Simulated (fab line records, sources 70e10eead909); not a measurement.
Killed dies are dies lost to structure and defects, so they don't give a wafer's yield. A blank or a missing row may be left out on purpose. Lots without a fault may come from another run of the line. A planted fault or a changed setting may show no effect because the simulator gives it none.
A struck lot beside a sound one | flow nand_harc | 14 steps out of a route of 1159
Sound: wafers L227.1, L227.4, L227.6. Struck: wafer L235.5. (L235.2, L235.4 of the same lot were not struck and are left out.) The cause comes at the end.
At each step with rows: each side's tool, then ch and its chambers, then its first start. Under that, the readings that differ: sound wafers | struck wafers | difference of the means | sigmas: that difference in standard deviations of wafers without a fault.
alike: readings whose means differ by less than 2 such deviations, and words and numbers that are the same on both sides. not compared: withheld readings, readings that some wafer has no value for, bounds like >300 that may hide the same value, and numbers for which the record gives no deviation and whose values overlap.
The two part at a step that has a row with sigmas, a row that says differs or no value, or rows on one side only. Numbers that don't overlap but have no deviation are shown without sigmas and don't part them. A reading that every wafer of one side lacks parts them only if that side has two wafers or more.

NHARC_A_SOURCE_PLATE_THK_MEAS_09: measures by ellipsometry.
  sound on film_metro-02, day 7 07:41; struck on film_metro-02, day 10 02:05
  alike: thk_nm
then, 3 steps without rows for these wafers: NHARC_A_SOURCE_PLATE_PVD_04 (deposits WSi2, target thk 50 nm); NHARC_A_SOURCE_PLATE_CVD_03 (deposits poly-Si, target thk 200 nm, time 4000 s); NHARC_A_SOURCE_PLATE_ANNEAL_05 (time 1800 s).
NHARC_A_SOURCE_PLATE_THK_MEAS_06: measures by ellipsometry.
  sound on film_metro-02, day 7 20:47; struck on film_metro-02, day 10 16:17
  alike: thk_nm
NHARC_A_SOURCE_PLATE_INSPECT_08:
  sound on defect_inspect-02, day 7 20:52; struck on defect_inspect-01, day 10 16:23
  alike: raw_defect_count
then, 1 step without rows for these wafers: NHARC_A_ONON_D1_DEP_00 (target thk 1000 nm).
NHARC_A_ONON_D1_THK_MEAS_02: measures by ellipsometry.
  sound on film_metro-01, day 7 21:26; struck on film_metro-02, day 10 16:58
  alike: thk_nm
then, 1 step without rows for these wafers: NHARC_A_ONON_D1_DEP_03 (target thk 1000 nm).
NHARC_A_ONON_D1_THK_MEAS_05: measures by ellipsometry.
  sound on film_metro-02, day 7 21:59; struck on film_metro-02, day 10 17:32
  alike: thk_nm
NHARC_A_ONON_D1_DEP_06: target thk 1000 nm.
  sound on pecvd_onon-02 ch 0, day 7 22:02; struck on pecvd_onon-03 ch 0, day 10 17:38
  reading              | sound             | struck | difference | sigmas
  nh3_flow_sccm (sccm) | 502.5 501.3 501.0 | 496.9  | -4.7       | -3
NHARC_A_ONON_D1_THK_MEAS_08: measures by ellipsometry.
  sound on film_metro-01, day 7 22:33; struck on film_metro-02, day 10 18:06
  reading     | sound          | struck | difference | sigmas
  thk_nm (nm) | 1004 1003 1005 | 1545   | +541       | +66
then, 1 step without rows for these wafers: NHARC_A_ONON_D1_DEP_09 (target thk 1000 nm).
-- the record jumps here: 12 days lie between the struck wafers' starts before and after (it left off in module A_ONON_D1 and takes up again in module END, whose first step shown is number 1159 of the route) --
NHARC_END_SORT_01:
  the record has rows for the struck wafers here (prober-01 ch 0, day 23 00:26) and none for the sound ones

WHERE THEY PART
First at NHARC_A_ONON_D1_DEP_06; last, within this record, at NHARC_END_SORT_01.

WHY: what the simulator had put in
Process parameter drift: pecvd_onon-03, from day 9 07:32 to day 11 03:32, at NHARC_A_ONON_D1_DEP_06. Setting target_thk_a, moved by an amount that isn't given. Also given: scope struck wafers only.
